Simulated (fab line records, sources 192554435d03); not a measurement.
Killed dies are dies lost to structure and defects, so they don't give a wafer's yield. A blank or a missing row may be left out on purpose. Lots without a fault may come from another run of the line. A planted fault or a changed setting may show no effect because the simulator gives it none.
fab line records | flow n5_finfet
record lots=6 wafers=17 last_day=17
route steps=1938 shown BEOL_M4@1111 BEOL_M11@1550 BEOL_M15@1830 PASSIVATION@1936
lots that met no fault: from a run of the same line without faults
start_h: hours from the record's first day to the start of the lot's first wafer shown | wait_h: hours since the lot's step before | " the same as in the row above | L1.1+2: a row that stands for several wafers | - no value, or no start given | * or withheld: withheld | < > ~ a bound
route shown NAME@n: a module of which the file shows steps, and the number in the route of the first | usual: mean/standard deviation of fault-free wafers | same: alike in all rows | chamber/n: place in a boat | sites: the reading at each site | _std_site: their standard deviation | _edge_site: outer sites' mean less inner sites' | radius_mm: how far each site lies from the wafer's centre | mask NAME#n: copy n | behind: the tool/chamber that last shaped the wafer | hold: why the lot was held/for how many hours/how that ended | device: the transistor (n, p or np) that didn't switch | end of line: the same wafers' tests at the end of the route | a step without rows: its recipe alone | killed: dies lost to structure and defects at the first sort, not the wafer's yield | map: a wafer's dies, x killed, . not, _ none there
set.NAME: the setting as run; set.NAME@STEP: as run at that earlier step | model.NAME: the simulator's own value behind a step, which no gauge read
steps of the route over a sample of lots; a table a step, a row a wafer
services: from which hour (start_h, from the record's first day; less than 0 if before it) a tool's chamber was out of use, for how many hours, and why
## steps
# step N5_BEOL_M4_RC_MEAS_101
# usual DIBL_N=36.3/1.6 DIBL_P=36.2/2.1 IOFF_N=0.16/0.031 IOFF_P=0.21/0.034 ION_N=673/11 ION_P=461/7.4 SS_N=71.6/0.55 SS_P=73.3/0.66 VT_N=251/3.2 VT_P=-251/3.5
# columns lot.wafer tool chamber start_h wait_h DIBL_N[mV/V] DIBL_P[mV/V] IOFF_N[nA/um] IOFF_P[nA/um] ION_N[uA/um] ION_P[uA/um] SS_N[mV/dec] SS_P[mV/dec] VT_N[mV] VT_P[mV]
L841.2 prober-02 0 163.25 0.2 33.4 33.4 0.12 0.15 664 452 70.8 72.9 258 -254
L841.6 " 0 " " 35.0 36.1 0.15 0.20 661 453 71.6 73.3 249 -251
L843.1 prober-02 0 185.05 0.0 36.0 35.8 0.14 0.22 661 460 72.0 73.4 255 -250
L843.3 " 0 " " 38.8 39.2 0.20 0.28 679 467 71.9 74.3 249 -244
L843.6 " 0 " " 38.9 39.4 0.19 0.28 675 473 72.2 74.7 248 -244
L851.1 prober-02 0 229.28 0.0 34.2 36.2 0.13 0.19 672 466 70.9 72.7 253 -252
L851.2 " 0 " " 36.8 39.3 0.18 0.24 669 461 72.6 73.5 246 -248
L851.4 " 0 " " 36.3 38.6 0.17 0.24 689 475 71.2 74.0 247 -247
L852.2 prober-01 0 236.46 0.2 37.8 37.6 0.15 0.21 675 460 72.0 73.3 252 -253
L852.3 " 0 " " 38.2 37.3 0.17 0.19 673 450 72.4 73.8 249 -257
L852.6 " 0 " " 36.2 36.6 0.14 0.18 660 453 71.2 73.5 251 -256
L861.2 prober-01 0 295.65 0.2 34.2 32.7 0.10 0.14 656 455 70.4 71.8 257 -254
L861.3 " 0 " " 37.2 37.0 0.15 0.19 667 456 71.2 72.6 251 -253
L861.4 " 0 " " 36.9 36.4 0.14 0.19 666 463 71.6 72.9 252 -255
L862.2 prober-01 0 298.01 0.2 37.9 38.5 0.19 0.23 687 466 71.7 74.6 248 -249
L862.3 " 0 " " 39.1 41.1 0.23 0.28 697 472 73.3 74.0 245 -248
L862.6 " 0 " " 39.1 41.7 0.25 0.29 708 478 72.5 74.3 243 -248
# step N5_BEOL_M11_OVL_MEAS_12
# recipe points_per_wafer=44
# usual M11_OVL=0.3/0.75
# columns lot.wafer tool chamber start_h wait_h M11_OVL[nm]
L841.2 overlay-01 0 218.36 0.0 -1.5
L841.6 " 0 " " -0.1
L843.1 overlay-02 0 245.33 0.0 0.4
L843.3 " 0 " " 1.2
L843.6 " 0 " " 1.0
L851.1 overlay-01 0 283.78 0.0 0.8
L851.2 " 0 " " 1.8
L851.4 " 0 " " 1.2
L852.2 overlay-01 0 288.30 0.0 1.1
L852.3 " 0 " " 0.4
L852.6 " 0 " " 1.1
L861.2 overlay-01 0 344.47 0.0 0.2
L861.3 " 0 " " 1.1
L861.4 " 0 " " 0.7
L862.2 overlay-02 0 356.01 0.0 1.1
L862.3 " 0 " " 0.5
L862.6 " 0 " " 0.3
# step N5_BEOL_M11_STRIP_67
# recipe chemistry=CF4 resist=SiARC power_w=300 bias_power_w=75 pressure_mtorr=50 cf4_flow_sccm=150 rf_frequency_hz=6e+07
# usual cf4_flow_sccm=150.0/0.44 drypump_motor_current_A=5.7/0.55 oes_product_au=0.78/0.072 rf_vpp_V=271.0/1.8 showerhead_plenum_p_Torr=1.79/0.066 throttle_valve_pct=13.53/0.2
# columns lot.wafer tool chamber start_h wait_h cf4_flow_sccm drypump_motor_current_A oes_product_au rf_hours_counter_h rf_vpp_V showerhead_plenum_p_Torr throttle_valve_pct
L841.2 rie_diel-05 3 218.65 0.0 149.4 5.8 0.70 221 272.1 1.84 13.46
L841.6 " 1 " " 149.9 6.1 0.82 - 273.7 1.90 13.39
L843.1 rie_diel-03 0 245.61 0.0 149.8 5.9 0.73 182 270.2 1.78 13.75
L843.3 " 2 " " 150.3 5.0 0.74 179 268.7 1.73 13.72
L843.6 " 2 " " 151.2 5.1 0.75 - 269.3 1.73 13.72
L851.1 rie_diel-05 1 284.07 0.0 149.1 6.1 0.80 89 273.8 1.89 13.43
L851.2 " 3 " " 150.3 5.8 0.69 243 271.9 1.84 13.50
L851.4 " 2 " " 150.4 6.7 0.78 133 272.4 1.87 13.25
L852.2 rie_diel-01 0 288.99 0.0 150.2 4.9 0.82 95 272.1 1.80 13.56
L852.3 " 3 " " 149.4 5.4 0.69 238 269.9 1.71 13.71
L852.6 " 3 " " 150.3 5.3 0.69 - 267.5 1.71 13.72
L861.2 rie_diel-03 0 344.76 0.0 150.1 5.9 0.71 214 271.8 1.78 13.79
L861.3 " 1 " " 150.1 6.1 0.82 97 269.8 1.75 13.51
L861.4 " 2 " " 149.6 5.1 0.71 - 270.0 1.72 13.80
L862.2 rie_diel-05 2 356.30 0.0 149.2 6.7 0.76 157 273.8 1.86 13.30
L862.3 " 3 " " 149.3 5.8 0.91 9 272.2 1.83 12.99
L862.6 " 2 " " 150.0 6.7 0.76 - 272.5 1.86 13.31
# step N5_BEOL_M11_TRENCH_ETCH_37
# recipe chemistry=C4F6/O2 target_depth_a=1488.3 target=SiCOH_lowk time_s=48 ion_energy_ev=250 pressure_mtorr=30 source_w=345 bias_w=185 Ar_flow_sccm=300 C4F6_flow_sccm=10 O2_flow_sccm=10
# usual C4F6_flow_sccm=10.004/0.03 drypump_motor_current_A=5.7/0.57 oes_product_au=0.79/0.089 rf_vpp_V=661/14 showerhead_plenum_p_Torr=2.83/0.11 throttle_valve_pct=20.81/0.25
# columns lot.wafer tool chamber start_h wait_h C4F6_flow_sccm drypump_motor_current_A oes_product_au rf_hours_counter_h rf_vpp_V showerhead_plenum_p_Torr throttle_valve_pct
L841.2 rie_diel-01 2 221.18 - 10.038 5.0 0.68 246 671 2.79 21.37
L841.6 " 0 " " 10.001 4.9 0.85 - 642 2.86 20.91
L843.1 rie_diel-01 2 248.76 - 9.973 5.0 1.00 1 669 2.79 20.97
L843.3 " 0 " " 9.994 4.9 0.83 83 643 2.86 20.94
L843.6 " 2 " " 10.014 5.0 1.00 - 670 2.79 21.00
L851.1 rie_diel-01 3 285.26 - 9.991 5.4 0.67 236 651 2.71 20.98
L851.2 " 0 " " 9.961 4.9 0.65 94 642 2.85 20.89
L851.4 " 2 " " 10.006 5.0 0.96 13 671 2.78 21.00
L852.2 rie_diel-01 1 290.47 - 10.025 5.8 0.64 78 673 2.88 20.94
L852.3 " 3 " " 9.976 5.4 0.53 238 652 2.71 20.94
L852.6 " 2 " " 9.998 5.0 0.74 - 670 2.78 20.96
L861.2 rie_diel-05 1 345.80 - 10.022 6.1 0.78 110 661 2.96 20.67
L861.3 " 2 " " 10.045 6.8 0.77 154 662 2.93 20.40
L861.4 " 3 " " 10.033 5.7 0.94 6 679 2.91 20.35
L862.2 rie_diel-05 0 358.61 - 9.967 5.6 0.72 175 635 2.63 20.97
L862.3 " 2 " " 9.948 6.8 0.76 158 664 2.93 20.40
L862.6 " 3 " " 10.027 5.8 0.93 - 678 2.91 20.36
# step N5_BEOL_M11_OCD_MEAS_38
# usual trench_depth_nm=148.1/2.5
# columns lot.wafer tool chamber start_h wait_h trench_depth_nm
L841.2 ocd-01 - 221.36 - 144.5
L841.6 " - " " 149.7
L843.1 ocd-01 - 248.94 - 148.2
L843.3 " - " " 147.4
L843.6 " - " " 148.5
L851.1 ocd-01 - 285.44 - 145.9
L851.2 " - " " 98.4
L851.4 " - " " 149.4
L852.2 ocd-01 - 290.65 - 99.7
L852.3 " - " " 95.7
L852.6 " - " " 97.8
L861.2 ocd-02 - 345.99 - 147.6
L861.3 " - " " 151.5
L861.4 " - " " 151.1
L862.2 ocd-02 - 358.80 - 149.6
L862.3 " - " " 150.0
L862.6 " - " " 151.5
# step N5_BEOL_M11_ANNEAL_51
# recipe temp_c=225 time_s=90 ambient=N2
# usual wafer_temp_C_max=226.16/0.27
# columns lot.wafer tool chamber start_h wait_h wafer_temp_C_max
L841.2 rtp_anneal-01 0 223.20 0.2 226.65
L841.6 " 0 " " 226.19
L843.1 rtp_anneal-02 0 250.66 0.2 226.11
L843.3 " 0 " " 225.73
L843.6 " 0 " " 226.31
L851.1 rtp_anneal-02 0 288.47 0.3 226.21
L851.2 " 0 " " 226.05
L851.4 " 0 " " 225.93
L852.2 rtp_anneal-01 0 292.31 0.2 225.95
L852.3 " 0 " " 226.62
L852.6 " 0 " " 226.38
L861.2 rtp_anneal-01 0 349.67 0.3 226.48
L861.3 " 0 " " 226.28
L861.4 " 0 " " 226.15
L862.2 rtp_anneal-02 0 360.71 0.4 226.19
L862.3 " 0 " " 225.84
L862.6 " 0 " " 226.18
# step N5_BEOL_M11_THK_MEAS_53
# recipe thk_meas_gauge=xrf reads=Cu_of_BEOL_M11_ECD_50
# usual M11_THK=140.7/2.7
# columns lot.wafer tool chamber start_h wait_h M11_THK[nm]
L841.2 film_metro-02 - 223.97 - 136.3
L841.6 " - " " 140.6
L843.1 film_metro-01 - 251.25 - 140.2
L843.3 " - " " 139.4
L843.6 " - " " 142.0
L851.1 film_metro-01 - 289.06 - 138.8
L851.2 " - " " 92.5
L851.4 " - " " 143.7
L852.2 film_metro-02 - 292.87 - 91.1
L852.3 " - " " 88.8
L852.6 " - " " 89.1
L861.2 film_metro-02 - 350.22 - 138.0
L861.3 " - " " 144.6
L861.4 " - " " 143.3
L862.2 film_metro-01 - 361.26 - 142.0
L862.3 " - " " 141.9
L862.6 " - " " 146.8
# step N5_BEOL_M11_RS_MEAS_57
# recipe thk_meas_gauge=four-point-probe reads=Cu_of_BEOL_M11_ECD_50+Co_of_BEOL_M11_CVD_75+TaN_of_BEOL_M11_ALD_74
# usual M11_RS=0.152/0.0031
# columns lot.wafer tool chamber start_h wait_h M11_RS[ohm/sq]
L841.2 film_metro-01 - 224.10 0.0 0.159
L841.6 " - " " 0.153
L843.1 film_metro-02 - 251.38 0.0 0.153
L843.3 " - " " 0.154
L843.6 " - " " 0.152
L851.1 film_metro-02 - 289.18 0.0 0.155
L851.2 " - " " 0.246
L851.4 " - " " 0.149
L852.2 film_metro-01 - 292.99 0.0 0.249
L852.3 " - " " 0.257
L852.6 " - " " 0.257
L861.2 film_metro-01 - 350.35 0.0 0.155
L861.3 " - " " 0.147
L861.4 " - " " 0.148
L862.2 film_metro-02 - 361.39 0.0 0.151
L862.3 " - " " 0.152
L862.6 " - " " 0.146
# step N5_BEOL_M15_RC_MEAS_101
# usual COMB_M10=1.5e-11/3e-12 COMB_M12=6.2e-12/1.4e-12 COMB_M12_max_site=8.9e-12/2.2e-12 COMB_M13=4.7e-12/1.1e-12 COMB_M14=3.2e-12/7.4e-13 COMB_M15=2.4e-12/6.3e-13 COMB_M15_max_site=3.5e-12/8.7e-13 COMB_M5=3.6e-11/7.6e-12 COMB_M5_max_site=5.3e-11/1.4e-11 COMB_M6=2.5e-11/5e-12 COMB_M6_max_site=3.6e-11/7.9e-12 COMB_M7=2.5e-11/5.4e-12 COMB_M8=2.5e-11/5.3e-12 COMB_M9=1.44e-11/2.8e-12 SERP_M10=3.05/0.11 SERP_M11=3.08/0.082 SERP_M11_max_site=3.18/0.098 SERP_M12=0.621/0.017 SERP_M13=0.309/0.0048 SERP_M14=0.158/0.0059 SERP_M5=38.4/1.6 SERP_M6=13.8/0.65 SERP_M7=13.6/0.56 SERP_M8=14.0/0.61 SERP_M9=3.10/0.087
# columns lot.wafer tool chamber start_h wait_h COMB_M10[S/m] COMB_M12[S/m] COMB_M12_max_site[S/m] COMB_M13[S/m] COMB_M14[S/m] COMB_M15[S/m] COMB_M15_max_site[S/m] COMB_M5[S/m] COMB_M5_max_site[S/m] COMB_M6[S/m] COMB_M6_max_site[S/m] COMB_M7[S/m] COMB_M8[S/m] COMB_M9[S/m] SERP_M10[ohm/um] SERP_M11[ohm/um] SERP_M11_max_site[ohm/um] SERP_M12[ohm/um] SERP_M13[ohm/um] SERP_M14[ohm/um] SERP_M5[ohm/um] SERP_M6[ohm/um] SERP_M7[ohm/um] SERP_M8[ohm/um] SERP_M9[ohm/um]
L841.2 prober-01 0 244.01 0.2 1.4e-11 8.4e-12 9.6e-12 4.6e-12 3.4e-12 2.7e-12 3.5e-12 4.5e-11 7e-11 2.2e-11 2.9e-11 2.4e-11 2.2e-11 1.45e-11 3.19 3.20 3.35 0.644 0.306 0.164 38.3 14.0 13.5 13.9 2.96
L841.6 " 0 " " 1.8e-11 5.5e-12 8.6e-12 3.8e-12 2.9e-12 2.6e-12 3.9e-12 4.6e-11 7.9e-11 2.5e-11 2.9e-11 2.6e-11 3e-11 1.56e-11 3.20 3.09 3.30 0.643 0.309 0.164 37.3 13.7 13.5 14.5 3.01
L843.1 prober-02 0 274.49 0.0 1.6e-11 9.1e-12 1.26e-11 5.4e-12 2.1e-12 2.3e-12 3.2e-12 4.6e-11 6.3e-11 2.8e-11 3.4e-11 3.4e-11 1.7e-11 1.37e-11 3.09 3.16 3.30 0.623 0.302 0.157 36.7 12.5 14.5 14.3 3.17
L843.3 " 0 " " 1.3e-11 6.9e-12 9e-12 5.3e-12 2.7e-12 2.5e-12 2.9e-12 3.2e-11 5.9e-11 2e-11 4.1e-11 2.2e-11 3.7e-11 2.19e-11 3.03 3.21 3.29 0.632 0.302 0.166 35.9 14.2 14.6 13.6 3.04
L843.6 " 0 " " 1.9e-11 9.9e-12 1.07e-11 3.9e-12 1.7e-12 1.8e-12 2.9e-12 3.1e-11 5.4e-11 2.8e-11 4.5e-11 1.5e-11 1.8e-11 1.62e-11 2.87 3.07 3.20 0.608 0.302 0.167 37.8 14.4 14.8 14.2 3.09
L851.1 prober-02 0 311.86 1.3 1.2e-11 6.1e-12 7e-12 4.4e-12 2.4e-12 1.9e-12 2.8e-12 3.9e-11 7e-11 3.1e-11 3.5e-11 2.1e-11 2.5e-11 1.77e-11 2.99 3.17 3.24 0.614 0.300 0.164 36.2 13.6 14.1 12.8 3.07
L851.2 " 0 " " 1.9e-11 7.2e-12 8.6e-12 5.6e-12 3.2e-12 2.1e-12 3.3e-12 2.6e-11 3.9e-11 2.1e-11 2.6e-11 2.3e-11 3.5e-11 1.11e-11 3.13 4.93 5.02 0.604 0.306 0.160 40.3 13.4 13.6 14.7 2.97
L851.4 " 0 " " 1.6e-11 5.3e-12 8.2e-12 6.4e-12 2.8e-12 2.4e-12 4e-12 3.5e-11 5.1e-11 2.3e-11 3.3e-11 1.6e-11 2.8e-11 1.38e-11 3.09 3.09 3.15 0.590 0.304 0.163 40.8 13.4 13.5 14.9 3.00
L852.2 prober-02 0 314.07 0.5 1.1e-11 8e-12 1.01e-11 4.3e-12 2.6e-12 2.2e-12 3.7e-12 4.5e-11 6.3e-11 2.1e-11 3.1e-11 2.2e-11 2.4e-11 1.51e-11 3.12 5.06 5.18 0.594 0.312 0.166 36.7 13.6 13.6 13.1 3.14
L852.3 " 0 " " 1.1e-11 6.8e-12 8e-12 4.4e-12 2.4e-12 1.6e-12 2.8e-12 4.4e-11 9e-11 2.4e-11 3.8e-11 2.1e-11 2e-11 1.11e-11 3.21 5.12 5.41 0.588 0.310 0.166 37.7 13.2 13.9 14.2 3.04
L852.6 " 0 " " 1.6e-11 8.2e-12 1.56e-11 3.6e-12 1.9e-12 1.6e-12 2.6e-12 5e-11 9.6e-11 1.9e-11 3.5e-11 2.3e-11 2.3e-11 1.53e-11 3.17 5.21 5.40 0.578 0.313 0.158 35.5 12.7 14.1 13.2 2.97
L861.2 prober-02 0 373.96 0.2 1.1e-11 5.6e-12 8.6e-12 4.7e-12 3.4e-12 2e-12 2.6e-12 3.3e-11 5.5e-11 2.2e-11 2.8e-11 2.4e-11 2.5e-11 1.45e-11 2.91 3.10 3.28 0.621 0.311 0.155 38.1 14.2 13.4 15.3 3.11
L861.3 " 0 " " 2e-11 5.1e-12 8.2e-12 4.5e-12 3.4e-12 3.4e-12 4e-12 3.8e-11 5.1e-11 2.4e-11 2.9e-11 2.1e-11 3.9e-11 1.5e-11 2.95 2.90 2.95 0.622 0.317 0.160 37.8 13.8 13.3 14.2 3.07
L861.4 " 0 " " 1.1e-11 6.1e-12 9.6e-12 6.8e-12 2.9e-12 1.7e-12 2.8e-12 2.8e-11 3.9e-11 2.9e-11 3.5e-11 2.6e-11 2.3e-11 1.14e-11 3.08 2.97 3.01 0.623 0.308 0.155 40.4 13.4 13.4 14.2 3.09
L862.2 prober-02 0 387.05 0.2 1.4e-11 4.9e-12 5.6e-12 6.2e-12 5.4e-12 3.7e-12 5.4e-12 2.5e-11 3.9e-11 3.4e-11 5.1e-11 2e-11 3e-11 1.69e-11 2.84 3.09 3.15 0.615 0.307 0.160 36.5 13.6 13.1 13.9 2.97
L862.3 " 0 " " 1e-11 8.6e-12 1.13e-11 5.2e-12 3e-12 2e-12 3.6e-12 3e-11 4.1e-11 2.7e-11 3.1e-11 2.1e-11 3.7e-11 1.47e-11 3.14 3.13 3.18 0.579 0.312 0.147 38.9 14.9 13.4 13.5 3.18
L862.6 " 0 " " 1.2e-11 9.5e-12 1.19e-11 6.8e-12 3.8e-12 2.3e-12 3.4e-12 3.2e-11 4.4e-11 3e-11 4.1e-11 3e-11 2.6e-11 1.5e-11 2.91 2.94 3.03 0.597 0.314 0.148 37.6 13.0 13.7 13.4 3.01
# sites SERP_M11 radius_mm=0,75,75,75,75,140,140,140,140
L841.2 3.14 3.14 3.20 3.16 3.19 3.35 3.33 3.31 3.28
L843.1 3.03 3.08 3.16 3.15 3.14 3.21 3.30 3.21 3.22
L851.1 3.17 3.18 3.17 3.22 3.11 3.16 3.21 3.24 3.17
L852.2 5.13 5.14 5.11 5.06 5.18 5.02 4.96 4.93 4.98
L861.2 2.97 3.10 3.10 3.08 3.03 3.28 3.23 3.24 3.27
L862.2 3.11 3.09 3.12 3.15 3.15 3.00 3.06 3.04 3.06
# step N5_PASSIVATION_PROBE_49
# usual defect_limited_yield=91.5/1.5 killed_at_M0_to_M3=32/9.4 killed_at_M4_up=12/5.1 killed_at_contacts=11/7.4 killed_at_front_end=41/11 killed_at_other=3.4/2.5 killed_dies=100/17 killed_open=65/14 killed_short=33/7 sort_bin_5_function=4.9/0.96 sort_bin_6_memory=3.1/0.7 sort_bin_8_speed=0.00/0.01 sort_n_pass=1080/17
# same gross_dies=1180 killed_at_back_side=0 sort_bin_4_leakage[%]=0
# columns lot.wafer tool chamber start_h wait_h defect_limited_yield[%] killed_at_M0_to_M3 killed_at_M4_up killed_at_contacts killed_at_front_end killed_at_other killed_dies killed_open killed_short sort_bin_5_function[%] sort_bin_6_memory[%] sort_bin_8_speed[%] sort_n_pass
L841.2 prober-01 - 255.74 0.1 93.4 26 13 9 27 3 78 48 28 3.6 2.8 0 1102
L841.6 prober-01 - 255.94 0.3 92.1 35 6 10 37 5 93 64 29 4.7 3.0 0 1087
L843.1 prober-02 - 289.72 0.0 88.5 30 14 7 79 6 136 77 58 7.1 3.8 0 1044
L843.3 prober-02 - 289.82 0.1 89.3 31 16 9 64 6 126 81 43 5.7 4.7 0 1054
L843.6 prober-02 - 289.97 0.3 91.6 27 18 15 33 6 99 65 32 5.3 2.7 0 1081
L852.2 prober-01 - 326.44 0.1 87.7 50 19 10 54 12 145 68 58 6.1 4.4 0.51 1035
L852.3 prober-01 - 326.49 0.1 89.4 40 10 11 61 3 125 78 30 5.6 2.9 0.68 1055
L852.6 prober-01 - 326.64 0.3 90.8 38 25 13 32 1 109 68 21 4.9 2.5 1.27 1071
L851.1 prober-01 - 327.45 0.0 91.5 21 20 8 45 6 100 61 38 5.5 2.5 0 1080
L851.2 prober-01 - 327.50 0.1 91.0 36 13 5 48 4 106 64 35 4.7 3.2 0.42 1074
L851.4 prober-01 - 327.60 0.2 92.4 22 9 16 41 2 90 62 28 4.8 2.5 0 1090
L861.2 prober-02 - 388.78 0.1 92.4 30 16 3 35 6 90 70 19 5.1 2.5 0 1090
L861.3 prober-02 - 388.83 0.1 91.3 44 8 16 31 4 103 77 26 5.3 3.1 0 1077
L861.4 prober-02 - 388.88 0.2 91.7 31 11 7 42 7 98 64 26 4.9 2.5 0 1082
L862.2 prober-02 - 401.10 0.1 93.4 19 11 1 45 2 78 46 32 3.9 2.4 0 1102
L862.3 prober-02 - 401.15 0.1 92.3 36 14 8 33 0 91 62 29 4.9 2.5 0 1089
L862.6 prober-02 - 401.30 0.3 93.1 39 13 4 23 2 81 53 27 4.2 2.3 0 1099
# killed by level:class
L841.2 BEOL_M2:geometric_particle:open=8 DUMMY_GATE:geometric_particle:open=5 MOL_CONTACT_COAG:geometric_particle:open=5 BEOL_M1:geometric_particle:open=5 STI_FIN_REVEAL:geometric_particle:open=4 MOL_CONTACT_COAG:geometric_particle:short=4 BEOL_M4:geometric_particle:open=4 FIN_SAQP:geometric_particle:short=3
L841.6 BEOL_M2:geometric_particle:open=15 MOL_CONTACT_COAG:geometric_particle:open=9 DUMMY_GATE:geometric_particle:open=7 BEOL_M0_SAQP:geometric_particle:short=7 BEOL_M1:geometric_particle:open=7 ILD0:geometric_particle:short=6 STARTING-WAFER:geometric_particle:open=6 STI_FIN_REVEAL:geometric_particle:open=4
L843.1 FIN_SAQP:geometric_particle:open=18 STI_FIN_REVEAL:geometric_particle:open=18 GATE_CUT:geometric_particle:short=16 FIN_SAQP:geometric_particle:short=10 BEOL_M0_SAQP:geometric_particle:open=10 BEOL_M0_SAQP:geometric_particle:short=10 BEOL_M3:geometric_particle:open=5 STI_FIN_REVEAL:geometric_particle:short=5
L843.3 STI_FIN_REVEAL:geometric_particle:open=14 GATE_CUT:geometric_particle:short=14 BEOL_M3:geometric_particle:open=14 FIN_SAQP:geometric_particle:open=11 BEOL_M4:geometric_particle:open=9 BEOL_M0_SAQP:geometric_particle:open=6 DUMMY_GATE:geometric_particle:open=5 GATE_CUT:geometric_particle:open=5
L843.6 MOL_CONTACT_COAG:geometric_particle:open=13 STI_FIN_REVEAL:geometric_particle:open=9 GATE_CUT:geometric_particle:short=8 BEOL_M2:geometric_particle:open=7 BEOL_M3:geometric_particle:open=6 BEOL_M5:geometric_particle:short=5 STI_FIN_REVEAL:geometric_particle:short=5 BEOL_M0_SAQP:geometric_particle:open=5
L852.2 BEOL_M0_SAQP:geometric_particle:short=15 FIN_SAQP:geometric_particle:short=13 HKMG_FIN:area_etch=13 BEOL_M0_SAQP:geometric_particle:open=11 FIN_SAQP:geometric_particle:open=9 MOL_CONTACT_COAG:geometric_particle:open=8 BEOL_M3:geometric_particle:short=8 BEOL_M3:geometric_particle:open=6
L852.3 FIN_SAQP:geometric_particle:open=17 BEOL_M2:geometric_particle:open=12 STI_FIN_REVEAL:geometric_particle:open=9 MOL_CONTACT_COAG:geometric_particle:open=9 HKMG_FIN:area_etch=9 BEOL_M3:geometric_particle:open=8 BEOL_M11:area_ecd=8 FIN_SAQP:geometric_particle:short=7
L852.6 BEOL_M11:area_ecd=15 MOL_CONTACT_COAG:geometric_particle:open=12 BEOL_M0_SAQP:geometric_particle:open=9 STI_FIN_REVEAL:geometric_particle:open=8 BEOL_M1:geometric_particle:open=8 BEOL_M4:geometric_particle:open=8 BEOL_M0_SAQP:geometric_particle:short=7 BEOL_M3:geometric_particle:open=7
L851.1 FIN_SAQP:geometric_particle:open=10 STI_FIN_REVEAL:geometric_particle:open=10 FIN_SAQP:geometric_particle:short=9 BEOL_M4:geometric_particle:open=8 MOL_CONTACT_COAG:geometric_particle:open=6 BEOL_M0_SAQP:geometric_particle:open=4 BEOL_M3:geometric_particle:open=4 BEOL_M4:geometric_particle:short=4
L851.2 FIN_SAQP:geometric_particle:open=12 STI_FIN_REVEAL:geometric_particle:open=11 FIN_SAQP:geometric_particle:short=9 BEOL_M2:geometric_particle:open=9 BEOL_M3:geometric_particle:open=6 BEOL_M0_SAQP:geometric_particle:short=5 BEOL_M11:area_ecd=5 GATE_CUT:geometric_particle:short=4
L851.4 MOL_CONTACT_COAG:geometric_particle:open=12 STI_FIN_REVEAL:geometric_particle:open=11 FIN_SAQP:geometric_particle:open=7 BEOL_M0_SAQP:geometric_particle:open=6 DUMMY_GATE:geometric_particle:open=5 FIN_SAQP:geometric_particle:short=4 ILD0:geometric_particle:short=4 MOL_CONTACT_COAG:geometric_particle:short=4
L861.2 STI_FIN_REVEAL:geometric_particle:open=8 BEOL_M1:geometric_particle:open=8 BEOL_M3:geometric_particle:open=6 BEOL_M4:geometric_particle:open=6 DUMMY_GATE:geometric_particle:open=5 BEOL_M0_SAQP:geometric_particle:open=5 STARTING-WAFER:geometric_particle:open=5 FIN_SAQP:geometric_particle:open=4
L861.3 MOL_CONTACT_COAG:geometric_particle:open=15 BEOL_M0_SAQP:geometric_particle:short=10 BEOL_M3:geometric_particle:open=10 GATE_CUT:geometric_particle:open=7 GATE_CUT:geometric_particle:short=7 BEOL_M1:geometric_particle:open=7 FIN_SAQP:geometric_particle:open=6 BEOL_M0_SAQP:geometric_particle:open=6
L861.4 BEOL_M2:geometric_particle:open=13 STI_FIN_REVEAL:geometric_particle:open=10 BEOL_M3:geometric_particle:open=7 GATE_CUT:geometric_particle:short=6 MOL_CONTACT_COAG:geometric_particle:open=6 BEOL_M0_SAQP:geometric_particle:open=6 BEOL_M4:geometric_particle:open=6 HKMG_FIN:area_etch=6
L862.2 FIN_SAQP:geometric_particle:short=17 FIN_SAQP:geometric_particle:open=14 BEOL_M0_SAQP:geometric_particle:short=5 BEOL_M0_SAQP:geometric_particle:open=4 BEOL_M1:geometric_particle:open=4 BEOL_M3:geometric_particle:open=4 STI_FIN_REVEAL:geometric_particle:short=3 BEOL_M4:geometric_particle:open=3
L862.3 BEOL_M0_SAQP:geometric_particle:open=12 FIN_SAQP:geometric_particle:short=8 BEOL_M4:geometric_particle:open=8 FIN_SAQP:geometric_particle:open=6 DUMMY_GATE:geometric_particle:open=6 MOL_CONTACT_COAG:geometric_particle:open=5 BEOL_M0_SAQP:geometric_particle:short=5 BEOL_M1:geometric_particle:short=5
L862.6 BEOL_M0_SAQP:geometric_particle:open=10 BEOL_M3:geometric_particle:open=8 DUMMY_GATE:geometric_particle:open=7 BEOL_M1:geometric_particle:open=6 BEOL_M1:geometric_particle:short=5 BEOL_M4:geometric_particle:open=5 MOL_CONTACT_COAG:geometric_particle:open=4 GATE_CUT:geometric_particle:short=4
## services
# columns tool chamber start_h hours kind
rie_diel-01 3 211.88 14.8 repair
rie_diel-01 2 230.42 - clean
rie_diel-01 2 230.42 - consumable_replace:focus_ring
rie_diel-01 2 230.42 13.2 scheduled_down
rie_diel-01 2 230.42 13.2 vent_cycle
rie_diel-03 3 232.01 2.0 repair
rie_diel-03 3 245.09 - clean
rie_diel-03 3 245.09 - consumable_replace:focus_ring
rie_diel-03 3 245.09 17.9 scheduled_down
rie_diel-03 3 266.40 4.3 repair
rie_diel-05 3 288.80 4.2 repair
rie_diel-03 0 289.36 5.6 repair
rie_diel-05 3 307.51 - clean
rie_diel-05 3 307.51 - consumable_replace:focus_ring
rie_diel-05 3 307.51 17.0 scheduled_down
rie_diel-05 3 307.51 17.0 vent_cycle
rie_diel-01 1 326.54 5.2 repair
rie_diel-01 3 331.80 - clean
rie_diel-01 3 331.80 - consumable_replace:focus_ring
rie_diel-01 3 331.80 - consumable_replace:showerhead
rie_diel-01 3 331.80 19.1 scheduled_down
rie_diel-01 3 331.80 19.1 vent_cycle
rie_diel-03 3 343.39 5.5 repair
rie_diel-03 2 358.84 8.7 repair
## key
first_sign step=N5_BEOL_M11_OCD_MEAS_38 reading=trench_depth_nm direction=down sigmas=20 usual=148.1 struck=97.9
effect step=N5_BEOL_M11_THK_MEAS_53 reading=M11_THK direction=down sigmas=19 usual=140.7 struck=90.4
effect step=N5_BEOL_M11_RS_MEAS_57 reading=M11_RS direction=up sigmas=32 usual=0.152 struck=0.252
effect step=N5_BEOL_M15_RC_MEAS_101 reading=SERP_M11 direction=up sigmas=24 usual=3.08 struck=5.08
effect step=N5_PASSIVATION_PROBE_49 reading=sort_bin_8_speed direction=up sigmas=8.5 usual=0.00 struck=0.72
met_at N5_BEOL_M11_TRENCH_ETCH_37
struck_lots L851,L852
struck_wafers L851.2,L852.2,L852.3,L852.6
baseline_loss step=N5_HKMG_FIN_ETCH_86 wafers=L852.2
not_acting_at N5_BEOL_M11_OVL_MEAS_12,N5_BEOL_M11_STRIP_67,N5_BEOL_M11_ANNEAL_51
onset_between 248.76 285.26
fault kind=process_parameter_drift tool=rie_diel-01 chamber=- onset_h=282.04 steps=N5_BEOL_M11_TRENCH_ETCH_37 channel=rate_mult offset=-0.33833 shape=step end_h=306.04 scope=struck_wafers_only
# baseline_loss: these wafers lose ten dies or more at that step, a loss of the line's own and not of a fault; the sort's usual values leave them out
